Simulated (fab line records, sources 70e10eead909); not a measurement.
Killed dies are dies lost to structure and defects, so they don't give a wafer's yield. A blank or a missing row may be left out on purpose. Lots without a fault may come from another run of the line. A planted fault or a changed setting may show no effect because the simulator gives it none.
Which tool did it? | flow nand_harc | 12 lots, 36 wafers sampled, at 1 step of a route of 1302

WHAT THE GAUGES READ, wafer by wafer
NHARC_A_CHANNEL_HOLE_D1_CD_MEAS_30.
lot  | measured     | on        | cd_nm (nm)
L075 | day 9 05:28  | cd_sem-01 | 91.7 91.3 92.1
L077 | day 9 23:44  | cd_sem-01 | 91.1 91.8 91.3
L079 | day 10 16:05 | cd_sem-03 | 90.2 91.1 90.6
L081 | day 11 23:33 | cd_sem-03 | 91.1 90.8 91.8
L083 | day 12 15:50 | cd_sem-01 | 90.2 92.1 89.0
L085 | day 13 02:20 | cd_sem-01 | 91.6 92.3 91.8
L087 | day 14 04:28 | cd_sem-02 | 89.0 89.6 91.3
L089 | day 15 00:06 | cd_sem-02 | 91.4 91.5 92.5
L091 | day 16 01:00 | cd_sem-02 | 89.7 90.3 88.7
L093 | day 16 20:10 | cd_sem-01 | 89.3 89.0 89.8
L095 | day 17 13:14 | cd_sem-01 | 90.1 90.7 90.6
L097 | day 18 13:22 | cd_sem-03 | 87.9 90.0 89.1

WHICH TOOL RAN EACH LOT (tool, then ch and the chambers of the sampled wafers, then the start)
The record holds no process step before these readings.

THE ANSWER, worked out from the rows above alone
Rule: what is usual is taken from the lots themselves. Put in order of their means at a reading, lots are off if they are a third of the lots or fewer, leave a main group of 4 or more, and stand apart from it by a gap of 3 or more times the standard deviation of the main group's means; of several such gaps the widest counts. A main group whose means are all the same, to the digits that the tables above print for the reading, isn't used. A lot without any number at a reading at which 4 lots or more have one is off too. The other lots that the step has rows for count as sound.
No lot is off at any reading shown: from this, nothing can be told.

WHAT THE SIMULATOR HAD PUT IN
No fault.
